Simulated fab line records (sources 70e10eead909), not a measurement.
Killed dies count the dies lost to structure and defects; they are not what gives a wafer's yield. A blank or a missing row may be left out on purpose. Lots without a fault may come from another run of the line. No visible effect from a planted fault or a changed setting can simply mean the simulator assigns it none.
Matching of chambers | flow nand-harc | NHARC_A_M1_CMP_23 on cmp-01 has 4 sister chambers
The step polishes, t overpolish 20 s, target thk 154.34 nm. 4 wafers are shown with their chamber, then 7 later ones without.

## WAFERS WITH THEIR CHAMBER
wafer  | chamber | motor-current-A (A)
L572.1 | 1       | 10.2
L581.1 | 0       | 13.2
L580.2 | 2       | 12.1
L580.3 | 3       | 11.5

## WAFERS WHOSE CHAMBER IS MISSING
wafer  | motor-current-A (A)
L580.5 | 10.3
L583.4 | 10.6
L583.5 | 12.5
L583.6 | 10.8
L585.1 | 10.9
L585.4 | 12.9
L585.6 | 11.2

## EACH ONE'S CHAMBER
wafer  | from the rows above          | in truth
L580.5 | 1                            | 1
L583.4 | can't be placed: 1 or 3      | 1
L583.5 | can't be placed: 2 or 0 or 3 | 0
L583.6 | can't be placed: 1 or 3 or 2 | 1
L585.1 | can't be placed: 3 or 1 or 2 | 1
L585.4 | can't be placed: 0 or 2      | 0
L585.6 | can't be placed: 3 or 2 or 1 | 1
Correct placement for 1 of the 7. Cannot be placed on the basis of these rows: 6; the candidates contain the true chamber in 6. Wrongly placed: 0.
How it was worked out, from the rows above alone: a wafer's distance from a chamber is the root of the sum, over the readings, of the square of ((its reading less the chamber's mean) divided by the reading's scatter). If the next closest chamber is less than 2 further off than the closest, the wafer can't be placed; otherwise it belongs to the closest. A chamber's mean is the mean of its shown wafers. The scatter: with one shown wafer a chamber, the root of the mean of the squares of how far each hidden wafer lies from its nearest shown one.
